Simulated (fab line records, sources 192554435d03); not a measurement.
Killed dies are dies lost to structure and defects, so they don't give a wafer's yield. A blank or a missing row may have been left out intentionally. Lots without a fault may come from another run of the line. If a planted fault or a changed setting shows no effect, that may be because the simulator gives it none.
fab line records    flow n5_finfet
[record] lots = 10  wafers = 26  last_day = 18
route steps=1938 shown BEOL_M13@1692
lots untouched by any fault: they come from a run of this same line in which no faults occurred
start_h: hours from the record's first day to the start of the lot's first wafer shown    wait_h: hours from the lot's prior step to this one    " the same as in the row above    L1.1+2: a single row standing in for several wafers    - no value, or no start was given    * or withheld: withheld    < > ~ a bound
route shown NAME@n: NAME is a module with steps in the file, n the number in the route of the first one    usual: mean and standard deviation over wafers with no fault    same: alike in all rows    chamber/n: place in a boat    sites: per-site readings    _std_site: standard deviation across them    _edge_site: the outer-site mean with the inner-site mean subtracted    radius_mm: for every site, how far away it sits from the centre of the wafer    mask NAME#n: copy n    behind: the tool/chamber that last shaped the wafer    hold: the reason the lot was held/the length of the hold in hours/how it ended    device: transistor that didn't switch, given as n, p or np    end of line: the same wafers' tests at the end of the route    a step without rows: its recipe alone    killed: at the first sort, the dies lost to defects and structure; wafer yield is something else    map: the dies of a wafer, with x for killed, . for not killed, _ for no die there
set.NAME: the setting that was run; set.NAME@STEP: the one run at that earlier step    model.NAME: the simulator's own value behind a step, which no gauge read
steps of the route over a sample of lots; a table a step, a row a wafer
services: from which hour (start_h, from the record's first day; less than 0 if before it) a tool's chamber was out of use, for how many hours, and why
[[steps]]
[step N5_BEOL_M13_DESCUM_33]
[recipe] chemistry = O2  time_s = 7.9  source_power_w = 50  bias_power_w = 20  pressure_mtorr = 20  rf_frequency_hz = 2.712e+07  temp_c = 40  o2_flow_sccm = 225
[usual] drypump_motor_current_A = 5.4/0.45  oes_product_au = 0.81/0.075  rf_fwd_power_W = 49.34/0.23  rf_vpp_V = 242.8/1.2  showerhead_plenum_p_Torr = 2.07/0.061  throttle_valve_pct = 20.5/0.32
lot.wafer  tool         chamber  start_h  wait_h  drypump_motor_current_A  oes_product_au  rf_fwd_power_W  rf_hours_counter_h  rf_vpp_V  showerhead_plenum_p_Torr  throttle_valve_pct
L654.2     rie_diel-06  0        259.60   0.1     5.0                      0.67            49.51           250                 241.8     2.10                      21.1
L654.4     "            3        "        "       4.8                      0.84            49.35           59                  242.4     2.00                      19.9
L654.6     "            1        "        "       6.2                      0.85            49.50           -                   245.6     2.20                      20.2
L655.1     rie_diel-06  1        265.90   0.0     6.3                      0.85            49.48           54                  243.0     2.20                      20.2
L655.3     "            3        "        "       4.8                      0.84            49.31           61                  241.4     2.00                      19.9
L655.4     "            1        "        "       6.3                      0.85            49.44           -                   244.8     2.20                      20.2
L660.4     rie_diel-05  1        297.74   0.0     5.8                      0.79            49.25           -                   242.0     2.11                      20.5
L660.6     "            2        "        "       5.8                      0.80            49.01           -                   242.0     2.11                      20.4
L657.1     rie_diel-05  0        301.40   0.0     5.1                      0.74            49.60           157                 241.8     2.01                      20.7
L657.3     "            2        "        "       5.8                      0.81            48.93           93                  243.8     2.11                      20.4
L657.6     "            0        "        "       5.1                      0.74            49.51           -                   242.3     2.01                      20.7
L665.1     rie_diel-04  2        327.27   0.2     5.2                      0.83            49.22           78                  244.6     2.13                      20.6
L665.6     "            2        "        "       5.2                      0.83            49.26           -                   244.7     2.13                      20.6
L667.1     rie_diel-05  2        334.12   0.1     5.8                      0.79            48.97           107                 242.2     2.10                      20.4
L667.6     "            2        "        "       5.8                      0.80            49.00           -                   241.7     2.10                      20.4
L666.1     rie_diel-04  1        341.60   0.2     5.4                      0.68            49.12           234                 242.0     2.07                      20.9
L666.6     "            2        "        "       5.2                      0.83            49.35           -                   243.4     2.13                      20.6
L672.3     rie_diel-05  0        363.85   0.0     5.1                      0.72            49.71           178                 241.1     2.00                      20.8
L672.4     "            3        "        "       5.7                      0.95            49.65           16                  244.4     2.12                      20.0
L672.6     "            1        "        "       5.8                      0.76            49.15           -                   243.1     2.10                      20.6
L671.2     rie_diel-05  3        374.43   0.5     5.6                      0.95            49.28           18                  243.9     2.12                      20.0
L671.4     "            0        "        "       5.1                      0.72            49.59           180                 242.0     2.00                      20.8
L671.6     "            2        "        "       5.8                      0.79            48.97           -                   243.1     2.10                      20.4
L673.1     rie_diel-06  1        389.37   0.4     6.3                      0.80            49.52           90                  244.4     2.18                      20.2
L673.5     "            1        "        "       6.3                      0.80            49.63           -                   245.3     2.18                      20.2
L673.6     "            0        "        "       5.0                      0.89            49.40           -                   242.5     2.09                      20.8
[step N5_BEOL_M13_ETCH_67]
[recipe] chemistry = CF4  target = SiARC  target_depth_a = 1430  time_s = 238.3  ion_energy_ev = 80  pressure_mtorr = 40  source_w = 545  bias_w = 36  Ar_flow_sccm = 100  cf4_flow_sccm = 100  ends = cleared
[usual] drypump_motor_current_A = 5.4/0.45  etch_rf_on_time_s = 242/7.3  oes_product_au = 0.69/0.063  rf_fwd_power_W = 543.1/1.7  rf_vpp_V = 183.9/1.1  showerhead_plenum_p_Torr = 2.12/0.056  throttle_valve_pct = 15.63/0.26
lot.wafer  tool         chamber  start_h  wait_h  drypump_motor_current_A  etch_rf_on_time_s  oes_product_au  rf_fwd_power_W  rf_hours_counter_h  rf_vpp_V  showerhead_plenum_p_Torr  throttle_valve_pct
L654.2     rie_diel-06  0        259.63   0.0     5.0                      248                0.57            544.4           250                 182.7     2.10                      16.02
L654.4     "            3        "        "       4.8                      245                0.70            543.4           59                  183.4     2.08                      15.21
L654.6     "            1        "        "       6.3                      247                0.70            544.3           -                   186.2     2.26                      15.50
L655.1     rie_diel-06  1        265.94   0.0     6.2                      241                0.71            544.8           54                  184.2     2.26                      15.50
L655.3     "            3        "        "       4.8                      240                0.71            542.5           61                  183.2     2.08                      15.23
L655.4     "            1        "        "       6.3                      244                0.71            542.4           -                   184.2     2.26                      15.51
L660.4     rie_diel-05  1        297.83   0.1     5.8                      234                0.67            542.5           -                   184.5     2.13                      15.60
L660.6     "            2        "        "       5.8                      233                0.70            540.6           -                   184.9     2.14                      15.47
L657.1     rie_diel-05  0        301.43   0.0     5.2                      247                0.63            544.1           157                 184.7     2.05                      15.82
L657.3     "            2        "        "       5.8                      234                0.69            540.5           93                  184.6     2.14                      15.50
L657.6     "            0        "        "       5.2                      247                0.62            543.6           -                   181.3     2.05                      15.83
L665.1     rie_diel-04  2        327.31   0.0     5.2                      254                0.68            544.4           78                  186.2     2.15                      15.54
L665.6     "            2        "        "       5.2                      253                0.68            544.7           -                   183.8     2.15                      15.53
L667.1     rie_diel-05  2        334.15   0.0     5.8                      231                0.69            541.8           107                 182.7     2.13                      15.48
L667.6     "            2        "        "       5.8                      233                0.68            541.2           -                   183.9     2.13                      15.50
L666.1     rie_diel-04  1        341.64   0.0     5.4                      235                0.60            543.8           234                 183.4     2.11                      16.04
L666.6     "            2        "        "       5.2                      250                0.68            544.3           -                   184.7     2.15                      15.55
L672.3     rie_diel-05  0        363.89   0.0     5.1                      248                0.61            543.1           178                 183.5     2.05                      15.87
L672.4     "            3        "        "       5.7                      236                0.81            543.6           16                  183.3     2.20                      15.35
L672.6     "            1        "        "       5.8                      234                0.66            540.6           -                   182.6     2.13                      15.64
L671.2     rie_diel-05  3        374.47   0.0     5.6                      233                0.82            543.0           18                  184.4     2.20                      15.35
L671.4     "            0        "        "       5.2                      246                0.61            546.3           180                 182.9     2.04                      15.88
L671.6     "            2        "        "       5.8                      234                0.68            541.0           -                   184.7     2.13                      15.51
L673.1     rie_diel-06  1        389.41   0.0     6.3                      242                0.68            544.1           90                  186.2     2.24                      15.58
L673.5     "            1        "        "       6.3                      242                0.68            542.7           -                   186.3     2.24                      15.57
L673.6     "            0        "        "       5.0                      241                0.77            543.7           -                   182.2     2.09                      15.61
[step N5_BEOL_M13_ETCH_68]
[recipe] chemistry = N2/H2  target = SOC  mask_material = SiARC  source_w = 3000  bias_w = 350  temp_c = 40  time_s = 355  ion_energy_ev = 200  pressure_mtorr = 30  n2_flow_sccm = 200  h2_flow_sccm = 200
[usual] drypump_motor_current_A = 5.4/0.46  oes_product_au = 0.81/0.074  rf_fwd_power_W = 2993/10  rf_vpp_V = 523.3/2.2  showerhead_plenum_p_Torr = 2.52/0.07  throttle_valve_pct = 17.8/0.3
lot.wafer  tool         chamber  start_h  wait_h  drypump_motor_current_A  oes_product_au  rf_fwd_power_W  rf_hours_counter_h  rf_vpp_V  showerhead_plenum_p_Torr  throttle_valve_pct
L654.2     rie_diel-06  0        259.78   0.1     5.0                      0.67            2996            250                 522.0     2.52                      18.4
L654.4     "            3        "        "       4.8                      0.82            2993            59                  522.0     2.49                      17.6
L654.6     "            1        "        "       6.3                      0.85            2999            -                   527.1     2.68                      17.5
L655.1     rie_diel-06  1        266.08   0.1     6.3                      0.84            3006            54                  528.9     2.68                      17.5
L655.3     "            3        "        "       4.8                      0.84            2989            61                  522.1     2.49                      17.6
L655.4     "            1        "        "       6.3                      0.85            2992            -                   527.4     2.68                      17.5
L660.4     rie_diel-05  1        298.01   0.1     5.8                      0.78            2979            -                   523.5     2.54                      17.7
L660.6     "            2        "        "       5.9                      0.80            2978            -                   522.5     2.56                      17.7
L657.1     rie_diel-05  0        301.58   0.1     5.1                      0.74            2994            157                 523.0     2.44                      18.1
L657.3     "            2        "        "       5.8                      0.79            2975            94                  524.7     2.56                      17.7
L657.6     "            0        "        "       5.1                      0.73            2991            -                   520.9     2.44                      18.1
L665.1     rie_diel-04  2        327.45   0.1     5.2                      0.83            2977            79                  524.8     2.58                      17.9
L665.6     "            2        "        "       5.2                      0.83            2982            -                   524.2     2.58                      17.9
L667.1     rie_diel-05  2        334.30   0.1     5.8                      0.79            3014            107                 525.3     2.55                      17.7
L667.6     "            2        "        "       5.9                      0.79            2991            -                   524.2     2.55                      17.7
L666.1     rie_diel-04  1        341.79   0.1     5.4                      0.69            3007            234                 522.0     2.49                      18.1
L666.6     "            2        "        "       5.2                      0.82            2999            -                   524.6     2.58                      17.9
L672.3     rie_diel-05  0        364.04   0.1     5.2                      0.73            2982            178                 519.9     2.44                      18.2
L672.4     "            3        "        "       5.7                      0.95            2997            16                  526.3     2.60                      17.4
L672.6     "            1        "        "       5.8                      0.77            2973            -                   522.7     2.54                      17.7
L671.2     rie_diel-05  3        374.61   0.1     5.7                      0.96            3001            18                  524.8     2.60                      17.4
L671.4     "            0        "        "       5.1                      0.72            3002            180                 522.1     2.43                      18.2
L671.6     "            2        "        "       5.8                      0.78            2981            -                   525.9     2.55                      17.7
L673.1     rie_diel-06  1        389.56   0.1     6.3                      0.81            3002            90                  527.6     2.66                      17.6
L673.5     "            1        "        "       6.2                      0.82            2991            -                   528.4     2.66                      17.6
L673.6     "            0        "        "       5.0                      0.90            2985            -                   521.6     2.51                      18.1
[step N5_BEOL_M13_SPUTTER_43]
[recipe] material = TaN  target_thk_a = 150  temp_c = 50  bias_v = 168.6  power_w = 15000  chamber_pressure_pa = 0.12  time_s = 24.19
[usual] bias_v = 168.4/1.8  throttle_valve_pct = 30.1/0.94
lot.wafer  tool            chamber  start_h  wait_h  bias_v  throttle_valve_pct
L654.2     pvd_sputter-03  -        261.15   0.0     167.2   29.7
L654.4     "               -        "        "       170.1   31.8
L654.6     "               -        "        "       172.3   30.5
L655.1     pvd_sputter-01  -        267.38   0.0     169.9   30.4
L655.3     "               -        "        "       165.5   28.4
L655.4     "               -        "        "       167.9   30.0
L660.4     pvd_sputter-01  -        304.92   0.0     166.5   28.6
L660.6     "               -        "        "       170.2   30.1
L657.1     pvd_sputter-03  -        305.42   0.0     166.4   29.7
L657.3     "               -        "        "       170.8   31.5
L657.6     "               -        "        "       168.6   31.6
L665.1     pvd_sputter-01  -        329.83   0.0     167.4   29.9
L665.6     "               -        "        "       166.9   29.5
L667.1     pvd_sputter-01  -        338.05   0.0     170.8   28.3
L667.6     "               -        "        "       167.6   29.3
L666.1     pvd_sputter-01  -        342.72   0.0     171.7   28.4
L666.6     "               -        "        "       169.7   30.3
L672.3     pvd_sputter-03  -        370.29   0.0     169.1   29.8
L672.4     "               -        "        "       168.0   30.2
L672.6     "               -        "        "       167.1   30.0
L671.2     pvd_sputter-03  -        375.44   0.0     170.3   30.5
L671.4     "               -        "        "       168.7   31.6
L671.6     "               -        "        "       165.7   31.5
L673.1     pvd_sputter-01  -        394.17   0.0     167.6   30.1
L673.5     "               -        "        "       167.6   28.5
L673.6     "               -        "        "       169.9   29.9
[step N5_BEOL_M13_CMP_49]
[recipe] stop_on = SiOC  t_overpolish_s = 17.1  down_force_psi = 1  platen_rpm = 50  clearing_platen_down_force_psi = 1.5  clearing_platen_rpm = 50  post_cmp_clean = cu_alkaline  target_thk_nm = 420  clearing_platen_pad_velocity_m_s = 0.99484  pad_velocity_m_s = 0.99484
[usual] barrier_field_endpoint_s = 30.4/1  clearing_platen_down_force_psi = 1.500/0.0031  edge_zone_pressure_frac = 1.000/0.0054  motor_current_A = 6.1/0.62  platen_rpm = 50.00/0.035
lot.wafer  tool    chamber  start_h  wait_h  barrier_field_endpoint_s  clearing_platen_down_force_psi  edge_zone_pressure_frac  motor_current_A  platen_rpm
L654.2     cmp-04  1        262.09   0.2     31.6                      1.500                           0.994                    5.1              50.03
L654.4     "       3        "        "       30.9                      1.496                           1.009                    6.2              50.05
L654.6     "       1        "        "       31.0                      1.500                           0.997                    5.0              50.04
L655.1     cmp-02  2        268.50   0.3     28.6                      1.501                           1.001                    6.5              49.91
L655.3     "       3        "        "       30.6                      1.504                           1.002                    5.9              50.05
L655.4     "       0        "        "       28.9                      1.498                           1.014                    6.6              50.00
L660.4     cmp-04  0        305.69   0.2     31.0                      1.502                           0.995                    5.1              50.03
L660.6     "       3        "        "       30.6                      1.498                           1.000                    6.4              50.04
L657.1     cmp-01  0        306.27   0.3     31.4                      1.497                           0.995                    5.8              50.04
L657.3     "       1        "        "       30.2                      1.500                           0.999                    5.6              50.03
L657.6     "       3        "        "       32.8                      1.499                           1.002                    5.5              50.01
L665.1     cmp-04  0        330.75   0.3     25.1                      1.503                           0.998                    5.1              50.04
L665.6     "       0        "        "       25.5                      1.501                           1.004                    5.1              50.03
L667.1     cmp-04  0        338.86   0.3     26.8                      1.499                           1.005                    5.2              49.99
L667.6     "       2        "        "       27.2                      1.499                           0.991                    6.4              50.03
L666.1     cmp-02  2        343.53   0.3     26.0                      1.496                           1.002                    6.4              50.03
L666.6     "       1        "        "       26.0                      1.501                           1.007                    6.7              49.98
L672.3     cmp-02  0        371.29   0.2     30.7                      1.496                           1.003                    6.5              49.99
L672.4     "       2        "        "       29.6                      1.498                           1.010                    6.2              49.99
L672.6     "       3        "        "       31.3                      1.496                           1.006                    6.1              49.98
L671.4     cmp-04  0        376.39   0.2     30.9                      1.496                           0.997                    5.2              49.98
L671.2     "       2        "        "       31.8                      1.502                           0.996                    6.7              49.99
L671.6     "       3        "        "       31.9                      1.495                           0.991                    5.9              50.02
L673.1     cmp-02  2        394.98   0.3     30.0                      1.503                           1.000                    6.4              50.00
L673.6     "       0        "        "       29.7                      1.497                           1.000                    6.3              50.06
L673.5     "       1        "        "       30.1                      1.499                           0.996                    7.1              50.07
[[services]]
tool            chamber  start_h  hours  kind
cmp-01          -        236.25   10.6   pm
cmp-02          -        252.02   4.6    pm
cmp-01          -        257.26   2.1    repair
cmp-02          -        259.66   5.2    repair
rie_diel-05     2        268.41   8.9    repair
cmp-02          -        269.14   1.4    repair
rie_diel-04     0        281.69   8.8    repair
cmp-04          -        286.21   1.1    repair
cmp-04          -        292.15   4.0    pm
rie_diel-05     3        295.09   -      clean
rie_diel-06     3        296.55   2.8    repair
rie_diel-05     1        307.24   4.8    repair
cmp-04          -        317.03   4.6    repair
rie_diel-06     1        338.64   6.6    repair
cmp-01          -        339.06   4.9    pm
cmp-01          -        349.24   1.2    repair
rie_diel-04     0        351.31   15.8   repair
rie_diel-06     0        367.43   7.2    repair
rie_diel-06     3        369.77   1.9    repair
cmp-01          -        370.05   3.5    repair
cmp-02          -        373.50   4.0    pm
rie_diel-04     1        388.08   15.1   repair
pvd_sputter-03  -        389.76   3.1    repair
cmp-04          -        394.12   4.4    repair
[[key]]
[first_sign] step = N5_BEOL_M13_CMP_49  reading = barrier_field_endpoint_s  direction = down  sigmas = 4.2  usual = 30.4  struck = 26.1
effect none on later readings
met_at N5_BEOL_M13_SPUTTER_43
struck_lots L665,L666,L667
struck_wafers L665.1,L665.6,L666.1,L666.6,L667.1,L667.6
not_acting_at N5_BEOL_M13_DESCUM_33,N5_BEOL_M13_ETCH_67,N5_BEOL_M13_ETCH_68
onset_between 304.92 329.83
[fault] kind = process_parameter_drift  tool = pvd_sputter-01  chamber = -  onset_h = 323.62  steps = N5_BEOL_M13_SPUTTER_43  channel = time_s  offset = *  shape = step  end_h = 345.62  scope = struck_wafers_only  acts_in = *  stated = *
